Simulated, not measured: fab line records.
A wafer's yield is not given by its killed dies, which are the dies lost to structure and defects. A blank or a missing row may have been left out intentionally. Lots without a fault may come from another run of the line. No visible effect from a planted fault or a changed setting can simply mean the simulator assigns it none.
Chamber matching || flow nandHarc || 4 sister chambers for NHARC_A_SGD_CUT_ETCHBACK_24 on rieDiel-09
The step etches the open film in CH3F/O2, target depth 50 nm, time 92.857 s. 14 wafers are shown with their chamber, then 7 later ones without.

## WAFERS WITH THEIR CHAMBER
{"wafer": "L939.1", "chamber": 3, "showerheadPlenumPTorr (Torr)": 2.31, "rfVppV (V)": 242.8, "throttleValvePct (%)": 20.658}
{"wafer": "L939.5", "chamber": 2, "showerheadPlenumPTorr (Torr)": 2.55, "rfVppV (V)": 246.8, "throttleValvePct (%)": 20.660}
{"wafer": "L939.6", "chamber": 1, "showerheadPlenumPTorr (Torr)": 2.55, "rfVppV (V)": 244.9, "throttleValvePct (%)": 20.672}
{"wafer": "L941.1", "chamber": 3, "showerheadPlenumPTorr (Torr)": 2.31, "rfVppV (V)": 241.6, "throttleValvePct (%)": 20.652}
{"wafer": "L941.4", "chamber": 0, "showerheadPlenumPTorr (Torr)": 2.37, "rfVppV (V)": 243.5, "throttleValvePct (%)": 20.667}
{"wafer": "L941.5", "chamber": 2, "showerheadPlenumPTorr (Torr)": 2.55, "rfVppV (V)": 244.1, "throttleValvePct (%)": 20.652}
{"wafer": "L949.2", "chamber": 3, "showerheadPlenumPTorr (Torr)": 2.30, "rfVppV (V)": 241.5, "throttleValvePct (%)": 20.665}
{"wafer": "L949.5", "chamber": 2, "showerheadPlenumPTorr (Torr)": 2.54, "rfVppV (V)": 244.8, "throttleValvePct (%)": 20.671}
{"wafer": "L949.6", "chamber": 3, "showerheadPlenumPTorr (Torr)": 2.30, "rfVppV (V)": 241.6, "throttleValvePct (%)": 20.656}
{"wafer": "L951.2", "chamber": 1, "showerheadPlenumPTorr (Torr)": 2.55, "rfVppV (V)": 245.2, "throttleValvePct (%)": 20.659}
{"wafer": "L951.3", "chamber": 3, "showerheadPlenumPTorr (Torr)": 2.30, "rfVppV (V)": 242.7, "throttleValvePct (%)": 20.664}
{"wafer": "L951.4", "chamber": 2, "showerheadPlenumPTorr (Torr)": 2.54, "rfVppV (V)": 246.9, "throttleValvePct (%)": 20.664}
{"wafer": "L954.2", "chamber": 0, "showerheadPlenumPTorr (Torr)": 2.36, "rfVppV (V)": 242.8, "throttleValvePct (%)": 20.677}
{"wafer": "L954.3", "chamber": 1, "showerheadPlenumPTorr (Torr)": 2.55, "rfVppV (V)": 245.2, "throttleValvePct (%)": 20.670}

SIGNATURES (means of the wafers above)
{"reading": "showerheadPlenumPTorr", "chamber 0": 2.3650, "chamber 1": 2.5500, "chamber 2": 2.5450, "chamber 3": 2.3040, "scatter within a chamber": 0.0052}
{"reading": "rfVppV", "chamber 0": 243.150, "chamber 1": 245.100, "chamber 2": 245.650, "chamber 3": 242.040, "scatter within a chamber": 0.895}
{"reading": "throttleValvePct", "chamber 0": 20.67200, "chamber 1": 20.66700, "chamber 2": 20.66175, "chamber 3": 20.65900, "scatter within a chamber": 0.00676}
Rule: a wafer's distance from a chamber is the root of the sum, over the readings, of the square of ((its reading less the chamber's mean) divided by the reading's scatter). If the next closest chamber is less than 2 further off than the closest, the wafer can't be placed; otherwise it belongs to the closest. How the scatter is found: for the shown wafers, subtract from each reading the mean of its chamber, square and add these, divide the total by (wafers less chambers), then take the root.

## WAFERS WITHOUT THEIR CHAMBER
{"wafer": "L954.5", "showerheadPlenumPTorr (Torr)": 2.30, "rfVppV (V)": 243.2, "throttleValvePct (%)": 20.657}
{"wafer": "L956.3", "showerheadPlenumPTorr (Torr)": 2.55, "rfVppV (V)": 246.3, "throttleValvePct (%)": 20.656}
{"wafer": "L956.4", "showerheadPlenumPTorr (Torr)": 2.36, "rfVppV (V)": 243.8, "throttleValvePct (%)": 20.643}
{"wafer": "L956.6", "showerheadPlenumPTorr (Torr)": 2.37, "rfVppV (V)": 243.8, "throttleValvePct (%)": 20.670}
{"wafer": "L957.4", "showerheadPlenumPTorr (Torr)": 2.30, "rfVppV (V)": 242.1, "throttleValvePct (%)": 20.664}
{"wafer": "L957.5", "showerheadPlenumPTorr (Torr)": 2.55, "rfVppV (V)": 245.3, "throttleValvePct (%)": 20.678}
{"wafer": "L957.6", "showerheadPlenumPTorr (Torr)": 2.54, "rfVppV (V)": 244.4, "throttleValvePct (%)": 20.664}

## WHICH CHAMBER EACH ONE RAN IN
{"wafer": "L954.5", "from the rows above": 3, "in truth": 3}
{"wafer": "L956.3", "from the rows above": "can't be placed: 2 or 1", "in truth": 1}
{"wafer": "L956.4", "from the rows above": 0, "in truth": 0}
{"wafer": "L956.6", "from the rows above": 0, "in truth": 0}
{"wafer": "L957.4", "from the rows above": 3, "in truth": 3}
{"wafer": "L957.5", "from the rows above": "can't be placed: 1 or 2", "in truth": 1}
{"wafer": "L957.6", "from the rows above": "can't be placed: 2 or 1", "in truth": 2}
Placed correctly: 4 of 7. Not placeable from these rows: 3 (in 3, the candidates include the true chamber). Wrongly placed: 0.
